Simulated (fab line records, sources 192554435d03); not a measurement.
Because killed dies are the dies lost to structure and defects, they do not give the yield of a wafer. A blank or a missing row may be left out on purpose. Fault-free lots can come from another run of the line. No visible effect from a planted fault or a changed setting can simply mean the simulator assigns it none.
The tool behind it: which one? ; flow n5-finfet ; Sampling: 10 lots, 30 wafers, 6 of 1938 route steps

== WHAT THE GAUGES SHOWED, per wafer ==
N5_BEOL_M2_INSPECT_59: inspects for defects (darkfield). Usual: raw-defect-count 76, standard deviation 30.
lot;measured;on;raw-defect-count;flag
L142;day 8 05:51;defect-inspect-01;52 73 51;
L139;day 8 10:46;defect-inspect-02;46 111 53;
L145;day 9 04:20;defect-inspect-02;55 79 42;
L146;day 9 11:37;defect-inspect-01;289 306 295;OFF
L147;day 9 13:20;defect-inspect-01;312 300 286;OFF
L154;day 11 22:17;defect-inspect-02;42 67 81;
L158;day 12 18:17;defect-inspect-01;50 104 62;
L159;day 12 23:08;defect-inspect-02;97 134 80;
L160;day 12 23:16;defect-inspect-01;100 100 87;
L161;day 13 16:38;defect-inspect-02;177 112 133;

N5_BEOL_M4_RC_MEAS_101. Usual: DIBL_N 36.3 mV/V, standard deviation 1.6; DIBL_P 36.4 mV/V, standard deviation 2.1; IOFF_N 0.16 nA/um, standard deviation 0.032; IOFF_P 0.22 nA/um, standard deviation 0.044; ION_N 675 uA/um, standard deviation 12; ION_P 463 uA/um, standard deviation 8.3; SS_N 71.6 mV/dec, standard deviation 0.64; SS_P 73.3 mV/dec, standard deviation 0.67; VT_N 250 mV, standard deviation 3.3; VT_P -250 mV, standard deviation 3.7.
lot;measured;on;DIBL_N (mV/V);DIBL_P (mV/V);IOFF_N (nA/um);IOFF_P (nA/um);ION_N (uA/um);ION_P (uA/um);SS_N (mV/dec);SS_P (mV/dec);VT_N (mV);VT_P (mV);flag
L142;day 10 02:59;prober-01;36.7 36.5 37.5;36.5 36.4 37.5;0.17 0.16 0.18;0.22 0.20 0.22;675 664 682;470 455 469;71.0 71.4 72.1;73.9 72.9 74.1;248 251 248;-249 -251 -248;
L139;day 10 11:23;prober-01;33.7 33.8 35.0;33.5 33.5 35.4;0.13 0.12 0.15;0.19 0.19 0.22;671 659 664;471 464 463;71.2 71.0 71.5;72.6 73.0 72.8;252 254 250;-249 -249 -251;
L145;day 11 12:28;prober-01;36.8 36.9 37.2;38.9 38.7 40.1;0.19 0.19 0.20;0.26 0.26 0.29;690 682 697;472 471 486;71.3 71.8 71.9;74.1 73.6 74.9;249 249 247;-248 -248 -245;
L146;day 11 14:42;prober-01;38.7 38.2 37.8;39.0 39.1 37.9;0.20 0.18 0.18;0.32 0.32 0.31;664 683 686;472 477 484;73.3 71.7 72.3;73.9 73.5 73.8;248 249 247;-242 -244 -240;
L147;day 11 17:00;prober-02;35.4 37.9 36.7;35.7 38.7 37.3;0.15 0.21 0.18;0.18 0.23 0.20;665 697 674;457 468 454;71.2 71.7 71.2;72.8 74.1 73.0;251 246 249;-254 -250 -251;
L154;day 13 21:56;prober-02;36.4 34.7 35.0;36.7 33.9 33.9;0.16 0.13 0.14;0.23 0.19 0.20;685 669 676;475 460 463;71.0 70.9 71.5;73.9 72.7 72.5;249 251 251;-249 -249 -248;
L158;day 14 09:46;prober-01;34.4 35.5 38.4;34.3 36.6 40.4;0.15 0.17 0.24;0.21 0.25 0.32;678 699 690;465 479 468;71.0 72.3 72.9;72.0 73.0 74.0;246 247 243;-247 -246 -243;
L159;day 15 14:51;prober-02;35.6 34.9 36.8;35.1 34.2 35.7;0.12 0.12 0.14;0.18 0.17 0.19;648 672 667;450 464 461;71.4 70.7 70.9;73.4 73.2 72.4;255 254 252;-253 -251 -253;
L160;day 15 18:29;prober-02;35.4 34.7 40.7;36.1 35.6 41.8;0.13 0.13 0.24;0.16 0.16 0.26;665 662 697;456 456 463;71.8 71.1 73.0;72.6 73.2 74.2;254 252 245;-253 -256 -247;
L161;day 16 21:25;prober-01;35.7 37.1 35.8;34.9 36.6 35.0;0.15 0.17 0.15;0.21 0.23 0.21;665 670 680;459 462 463;71.9 72.6 72.4;72.9 73.0 72.9;250 248 253;-250 -248 -251;

== EACH LOT AND THE TOOL THAT RAN IT (in order: tool; ch and the chambers of the sampled wafers; start) ==
lot;N5_BEOL_M2_SPUTTER_92;N5_BEOL_M2_CO_CAP_55;N5_BEOL_M2_PRE_CLEAN_56;N5_BEOL_M3_HM_DEP_02
L142;pvd-sputter-03, day 8 04:20;cvd-co-02 ch 0,1, day 8 05:38;pecvd-01 ch 1,2, day 8 05:44;pvd-sputter-03, day 8 06:41
L139;pvd-sputter-01, day 8 09:09;cvd-co-02 ch 1,2, day 8 10:31;pecvd-04 ch 0,1, day 8 10:37;pvd-sputter-03, day 8 12:45
L145;pvd-sputter-03, day 9 02:47;cvd-co-01 ch 0,1, day 9 04:05;pecvd-04 ch 0,1, day 9 04:11;pvd-sputter-02, day 9 04:59
L146;pvd-sputter-03, day 9 10:06;cvd-co-01 ch 0,2, day 9 11:25;pecvd-04 ch 0,2, day 9 11:31;pvd-sputter-01, day 9 13:07
L147;pvd-sputter-02, day 9 11:49;cvd-co-01 ch 1,2, day 9 13:07;pecvd-04 ch 0,1,2, day 9 13:13;pvd-sputter-02, day 9 13:59
L154;pvd-sputter-02, day 11 20:46;cvd-co-02 ch 0,1, day 11 22:05;pecvd-02 ch 0,1, day 11 22:10;pvd-sputter-01, day 11 23:03
L158;pvd-sputter-02, day 12 16:46;cvd-co-02 ch 1,2, day 12 18:04;pecvd-02 ch 0,2, day 12 18:10;pvd-sputter-02, day 12 19:12
L159;pvd-sputter-01, day 12 21:37;cvd-co-02 ch 0,1,2, day 12 22:55;pecvd-02 ch 0,1,2, day 12 23:01;pvd-sputter-02, day 12 23:20
L160;pvd-sputter-03, day 12 21:43;cvd-co-01 ch 0,1, day 12 23:02;pecvd-01 ch 0,1, day 12 23:07;pvd-sputter-01, day 13 02:06
L161;pvd-sputter-01, day 13 15:05;cvd-co-01 ch 1,2, day 13 16:23;pecvd-01 ch 0,1, day 13 16:29;pvd-sputter-01, day 13 17:08
- N5_BEOL_M2_SPUTTER_92: material Cu, target thk 4.5 nm, time 8.29 s.
- N5_BEOL_M2_CO_CAP_55: material Co, precursor CCTBA/H2, target thk 2 nm, time 102.1 s.
- N5_BEOL_M2_PRE_CLEAN_56: time 15 s.
- N5_BEOL_M3_HM_DEP_02: deposits TiN, target thk 20 nm.

== WHAT THE TOOLS THEMSELVES READ (means of the sampled wafers that have a number; where no wafer has one, the mark that the record gives instead) ==
N5_BEOL_M2_SPUTTER_92. Usual: chuck-sensor-temp-C -16.2 C, standard deviation 0.61; throttle-valve-pct 29.8 %, standard deviation 0.96.
lot;tool;chuck-sensor-temp-C (C);throttle-valve-pct (%);flag
L142;pvd-sputter-03;-16.5;30.5;
L139;pvd-sputter-01;-15.9;28.5;
L145;pvd-sputter-03;-15.8;30.1;
L146;pvd-sputter-03;-16.7;30.0;
L147;pvd-sputter-02;-15.8;29.3;
L154;pvd-sputter-02;-15.9;28.9;
L158;pvd-sputter-02;-16.0;29.2;
L159;pvd-sputter-01;-16.3;29.9;
L160;pvd-sputter-03;-15.7;30.2;
L161;pvd-sputter-01;-16.2;29.6;

N5_BEOL_M2_CO_CAP_55. Usual: heater-power-w 259 W, standard deviation 13.
lot;tool;heater-power-w (W);flag
L142;cvd-co-02;268;
L139;cvd-co-02;247;
L145;cvd-co-01;257;
L146;cvd-co-01;259;
L147;cvd-co-01;261;
L154;cvd-co-02;263;
L158;cvd-co-02;246;
L159;cvd-co-02;261;
L160;cvd-co-01;255;
L161;cvd-co-01;263;

N5_BEOL_M3_HM_DEP_02. Usual: throttle-valve-pct 29.7 %, standard deviation 0.92.
lot;tool;throttle-valve-pct (%);flag
L142;pvd-sputter-03;29.7;
L139;pvd-sputter-03;29.8;
L145;pvd-sputter-02;29.5;
L146;pvd-sputter-01;29.7;
L147;pvd-sputter-02;29.3;
L154;pvd-sputter-01;29.0;
L158;pvd-sputter-02;29.7;
L159;pvd-sputter-02;29.1;
L160;pvd-sputter-01;29.2;
L161;pvd-sputter-01;29.0;

== THE ANSWER, worked out from the rows above alone ==
Rule: a lot counts as off when the mean over its wafers that have a number is more than 3 standard deviations away from the usual mean. Also off: a lot with no number at a reading for which 4 or more lots have one. Any other lot the step has rows for is counted as sound. Order of review: gauges by route order, followed by the tools' own readings, for which a lot's mean as printed above is used. The first step at which some lot is off is used, and at that step the reading that is off furthest; a lot without a number counts as furthest.
Off, at N5_BEOL_M2_INSPECT_59 on raw-defect-count: L146, L147.
If a tool, at a process step before that reading, ran all the lots that are off and no sound lot after the first of them, it fits. Gauges at N5_BEOL_M2_INSPECT_59: tried the same way as those tools. One candidate fits, namely pecvd-04 at N5_BEOL_M2_PRE_CLEAN_56. A fault onset in the window from L145 (day 9 04:11, its last sound lot) to L146 (day 9 11:31, its first lot off) fits.

== WHAT WAS PUT IN BY THE SIMULATOR ==
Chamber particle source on pecvd-04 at N5_BEOL_M2_PRE_CLEAN_56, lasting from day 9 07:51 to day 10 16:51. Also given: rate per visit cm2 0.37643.
Shown lots that were struck: L146, L147. Same finding as the rule above.
